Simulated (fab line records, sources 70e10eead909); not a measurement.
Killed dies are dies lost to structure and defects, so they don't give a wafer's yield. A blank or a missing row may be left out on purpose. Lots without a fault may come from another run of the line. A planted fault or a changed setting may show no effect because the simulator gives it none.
Which tool did it? | flow nand_harc | 24 lots, 72 wafers sampled, at 1 step of a route of 1302

WHAT THE GAUGES READ, wafer by wafer
NHARC_A_CONTACT_CD_MEAS_15. Usual: cd_nm 190.2 nm, standard deviation 0.6.
lot  | measured     | on        | cd_nm (nm)        | flag
L074 | day 22 10:50 | cd_sem-03 | 189.5 190.0 190.0 |
L075 | day 23 02:32 | cd_sem-01 | 190.5 190.6 189.9 |
L078 | day 23 05:05 | cd_sem-03 | 189.9 189.5 189.9 |
L077 | day 23 08:09 | cd_sem-01 | 190.3 190.2 190.6 |
L079 | day 23 23:28 | cd_sem-01 | 191.1 191.4 191.0 |
L076 | day 24 06:06 | cd_sem-03 | 191.0 191.2 191.0 |
L080 | day 24 13:22 | cd_sem-01 | 191.5 191.2 190.3 |
L082 | day 25 12:35 | cd_sem-03 | 189.9 190.4 190.1 |
L081 | day 25 14:16 | cd_sem-03 | 189.6 190.5 190.1 |
L083 | day 26 11:56 | cd_sem-03 | 190.7 190.5 190.6 |
L084 | day 26 22:35 | cd_sem-02 | 190.4 189.8 190.8 |
L085 | day 27 00:21 | cd_sem-01 | 189.5 189.6 190.2 |
L086 | day 27 16:16 | cd_sem-03 | 190.8 190.5 190.0 |
L087 | day 27 18:59 | cd_sem-01 | 188.8 188.9 189.1 |
L089 | day 28 13:47 | cd_sem-02 | 190.6 190.2 190.6 |
L088 | day 28 16:29 | cd_sem-01 | 189.9 190.2 190.3 |
L091 | day 30 00:19 | cd_sem-03 | 190.1 190.1 190.0 |
L090 | day 30 01:04 | cd_sem-01 | 189.8 190.3 189.7 |
L092 | day 30 08:12 | cd_sem-02 | 189.5 189.6 189.4 |
L095 | day 30 15:13 | cd_sem-03 | 189.9 189.8 189.5 |
L094 | day 30 17:20 | cd_sem-03 | 190.7 190.9 191.0 |
L096 | day 31 06:24 | cd_sem-01 | 190.1 189.6 189.7 |
L093 | day 31 08:08 | cd_sem-03 | 190.3 190.1 190.5 |
L097 | day 31 21:11 | cd_sem-03 | 188.8 189.2 189.6 |

WHICH TOOL RAN EACH LOT (tool, then ch and the chambers of the sampled wafers, then the start)
The record holds no process step before these readings.

WHAT THE TOOLS THEMSELVES READ (means of the sampled wafers that have a number; where no wafer has one, the mark that the record gives instead)
The record holds no such reading with a usual standard deviation.

THE ANSWER, worked out from the rows above alone
Rule: a lot is off if the mean of its wafers that have a number lies more than 3 standard deviations from the usual mean. A lot without any number at a reading at which 4 lots or more have one is off too. The other lots that the step has rows for count as sound. The gauges are gone through in route order, then the tools' own readings, and for those a lot's mean is taken as printed above. The first step at which some lot is off is used, and at that step the reading that is off furthest; a lot without a number counts as furthest.
No lot is off at any reading shown: from this, nothing can be told.

WHAT THE SIMULATOR HAD PUT IN
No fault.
